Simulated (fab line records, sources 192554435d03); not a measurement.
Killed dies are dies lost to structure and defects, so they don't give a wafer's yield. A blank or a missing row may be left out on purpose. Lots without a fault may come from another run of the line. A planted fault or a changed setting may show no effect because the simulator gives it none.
A struck lot beside a sound one | flow n5_finfet | 16 steps out of a route of 1938
Sound: wafers L347.1, L347.2, L347.5. Struck: wafers L343.4, L343.5, L343.6. The cause comes at the end.
At each step with rows: each side's tool, then ch and its chambers, then its first start. Under that, the readings that differ: sound wafers | struck wafers | difference of the means | sigmas: that difference in standard deviations of wafers without a fault.
alike: readings whose means differ by less than 2 such deviations, and words and numbers that are the same on both sides. not compared: withheld readings, readings that some wafer has no value for, bounds like >300 that may hide the same value, and numbers for which the record gives no deviation and whose values overlap.
The two part at a step that has a row with sigmas, a row that says differs or no value, or rows on one side only. Numbers that don't overlap but have no deviation are shown without sigmas and don't part them. A reading that every wafer of one side lacks parts them only if that side has two wafers or more.

N5_GATE_CUT_OVL_MEAS_14:
  sound on overlay-01 ch 0, day 7 23:21; struck on overlay-02 ch 0, day 7 05:56
  alike: GATE_CUT_OVL
N5_GATE_CUT_INSPECT_15: inspects for defects (brightfield).
  sound on defect_inspect-01, day 7 23:25; struck on defect_inspect-01, day 7 05:58
  alike: raw_defect_count
then, 3 steps without rows for these wafers: N5_GATE_CUT_DESCUM_18 (chemistry O2, time 7 s); N5_GATE_CUT_ETCH_28 (etches underlayer in N2/H2, target depth 13 nm, time 10.4 s); N5_GATE_CUT_ETCH_36 (etches SiARC in CF4, target depth 13 nm, time 21.7 s).
N5_GATE_CUT_ETCH_37: etches SOC in N2/H2, target depth 60 nm, overetch 12 nm, time 90 s.
  sound on rie_diel-04 ch 0,1,3, day 7 23:31; struck on rie_diel-04 ch 0,1,2, day 7 06:05
  alike: drypump_motor_current_A, oes_product_au, rf_fwd_power_W, rf_vpp_V, showerhead_plenum_p_Torr, throttle_valve_pct
  not compared: rf_hours_counter_h
then, 2 steps without rows for these wafers: N5_GATE_CUT_STRIP_38 (strips in N2/H2); N5_GATE_CUT_STRIP_39 (strips in N2/H2).
N5_GATE_CUT_HM_OPEN_40: chemistry C4F6/O2, target SiO2, target depth 139 nm, time 85.1 s.
  sound on rie_diel-04 ch 0,1,3, day 7 23:37; struck on rie_diel-04 ch 0,1,2, day 7 06:10
  alike: C4F6_flow_sccm, drypump_motor_current_A, etch_rf_on_time_s, oes_product_au, rf_vpp_V, showerhead_plenum_p_Torr, throttle_valve_pct
  not compared: rf_hours_counter_h
then, 1 step without rows for these wafers: N5_GATE_CUT_STRIP_41 (strips in CF4).
N5_GATE_CUT_STRIP_42: strips in O2.
  sound on rie_diel-04 ch 0,1,3, day 7 23:41; struck on rie_diel-04 ch 0,1,2, day 7 06:15
  alike: drypump_motor_current_A, oes_product_au, rf_vpp_V, showerhead_plenum_p_Torr, throttle_valve_pct
  not compared: rf_hours_counter_h
N5_GATE_CUT_ETCH_19: etches SiNx in CH3F/O2, target depth 53.7 nm, time 76.7 s.
  sound on rie_diel-04 ch 0,1,3, day 7 23:44; struck on rie_diel-04 ch 0,1,2, day 7 06:17
  alike: drypump_motor_current_A, etch_rf_on_time_s, oes_product_au, rf_fwd_power_W, rf_vpp_V, showerhead_plenum_p_Torr, throttle_valve_pct
  not compared: rf_hours_counter_h
N5_GATE_CUT_CUT_ETCH_53: etches W in SF6/Cl2, target depth 79.2 nm.
  sound on rie_metal-01 ch 0,1, day 7 23:50; struck on rie_metal-02 ch 0,1, day 7 06:25
  reading               | sound          | struck         | difference | sigmas
  etch_rf_on_time_s (s) | 26.8 25.4 25.4 | 34.2 33.8 34.3 | +8.2       | +15
  oes_product_au (a.u.) | 0.73 0.81 0.81 | 0.51 0.49 0.51 | -0.28      | -3
  rf_fwd_power_W (W)    | 880 878 876    | 661 661 662    | -217       | -70
  alike: drypump_motor_current_A, throttle_valve_pct
  not compared: rf_hours_counter_h
N5_GATE_CUT_CUT_ETCH_54: etches TiN in Cl2/BCl3, target depth 96.7 nm.
  sound on rie_metal-01 ch 0,1, day 7 23:54; struck on rie_metal-02 ch 0,1, day 7 06:29
  reading               | sound          | struck         | difference | sigmas
  oes_product_au (a.u.) | 0.72 0.81 0.81 | 0.58 0.57 0.59 | -0.20      | -2
  alike: drypump_motor_current_A, etch_rf_on_time_s, rf_fwd_power_W, throttle_valve_pct
  not compared: rf_hours_counter_h
-- the record jumps here: 3 days lie between the struck wafers' starts before and after (it left off in module GATE_CUT and takes up again in module BEOL_M4, whose first step shown is number 1111 of the route) --
N5_BEOL_M4_RC_MEAS_101:
  sound on prober-02 ch 0, day 11 06:31; struck on prober-02 ch 0, day 10 00:35
  alike: DIBL_N, DIBL_P, IOFF_N, IOFF_P, ION_N, ION_P, SS_N, SS_P, VT_N, VT_P
-- the record jumps here: 4 days lie between the struck wafers' starts before and after (it left off in module BEOL_M4 and takes up again in module PASSIVATION, whose first step shown is number 1936 of the route) --
N5_PASSIVATION_PROBE_49:
  the record has rows for the struck wafers here (prober-01, day 14 06:04) and none for the sound ones

WHERE THEY PART
First at N5_GATE_CUT_CUT_ETCH_53; last, within this record, at N5_PASSIVATION_PROBE_49.

WHY: what the simulator had put in
Process parameter drift: rie_metal-02, from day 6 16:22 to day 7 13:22, at N5_GATE_CUT_CUT_ETCH_53. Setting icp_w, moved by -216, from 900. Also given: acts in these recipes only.
